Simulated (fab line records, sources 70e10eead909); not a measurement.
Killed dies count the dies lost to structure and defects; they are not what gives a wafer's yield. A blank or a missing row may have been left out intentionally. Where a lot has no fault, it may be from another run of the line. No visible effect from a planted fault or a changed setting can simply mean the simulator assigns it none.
Chamber matching || flow nand_harc || ald_hk-02 running NHARC_A_WL_FILL_ALD_00: 4 sister chambers
The step deposits Al2O3, target thk 3 nm, pulse time 3 s, ald cycles 30. 7 wafers are shown with their chamber, then 7 later ones without.

EACH WAFER AND ITS CHAMBER
{"wafer": "L724.2", "chamber": 1, "heater_power_w (W)": 386, "heater_power_outer_w (W)": 212}
{"wafer": "L729.4", "chamber": 0, "heater_power_w (W)": 493, "heater_power_outer_w (W)": 283}
{"wafer": "L729.5", "chamber": 3, "heater_power_w (W)": 470, "heater_power_outer_w (W)": 250}
{"wafer": "L739.1", "chamber": 1, "heater_power_w (W)": 390, "heater_power_outer_w (W)": 207}
{"wafer": "L739.6", "chamber": 2, "heater_power_w (W)": 439, "heater_power_outer_w (W)": 254}
{"wafer": "L741.2", "chamber": 2, "heater_power_w (W)": 428, "heater_power_outer_w (W)": 260}
{"wafer": "L741.3", "chamber": 3, "heater_power_w (W)": 483, "heater_power_outer_w (W)": 251}

WAFERS WITH NO CHAMBER GIVEN
{"wafer": "L741.6", "heater_power_w (W)": 441, "heater_power_outer_w (W)": 259}
{"wafer": "L746.3", "heater_power_w (W)": 475, "heater_power_outer_w (W)": 247}
{"wafer": "L746.5", "heater_power_w (W)": 398, "heater_power_outer_w (W)": 210}
{"wafer": "L746.6", "heater_power_w (W)": 498, "heater_power_outer_w (W)": 286}
{"wafer": "L747.2", "heater_power_w (W)": 466, "heater_power_outer_w (W)": 242}
{"wafer": "L747.5", "heater_power_w (W)": 478, "heater_power_outer_w (W)": 281}
{"wafer": "L747.6", "heater_power_w (W)": 471, "heater_power_outer_w (W)": 245}

WHICH CHAMBER EACH WENT THROUGH
{"wafer": "L741.6", "from the rows above": 2, "in truth": 2}
{"wafer": "L746.3", "from the rows above": 3, "in truth": 3}
{"wafer": "L746.5", "from the rows above": 1, "in truth": 1}
{"wafer": "L746.6", "from the rows above": 0, "in truth": 0}
{"wafer": "L747.2", "from the rows above": 3, "in truth": 3}
{"wafer": "L747.5", "from the rows above": 0, "in truth": 0}
{"wafer": "L747.6", "from the rows above": 3, "in truth": 3}
7 of 7 placed correctly. Number that these rows cannot place: 0. Wrongly placed: 0.
How it was worked out, from the rows above alone: a wafer's distance from a chamber is the root of the sum, over the readings, of the square of ((its reading less the chamber's mean) divided by the reading's scatter). If the next closest chamber is less than 2 further off than the closest, the wafer can't be placed; otherwise it belongs to the closest. The mean given for a chamber averages the wafers shown for that chamber. The scatter is the square root of a quotient: the sum, over the shown wafers, of each reading's squared deviation from its chamber's mean, divided by wafers minus chambers.
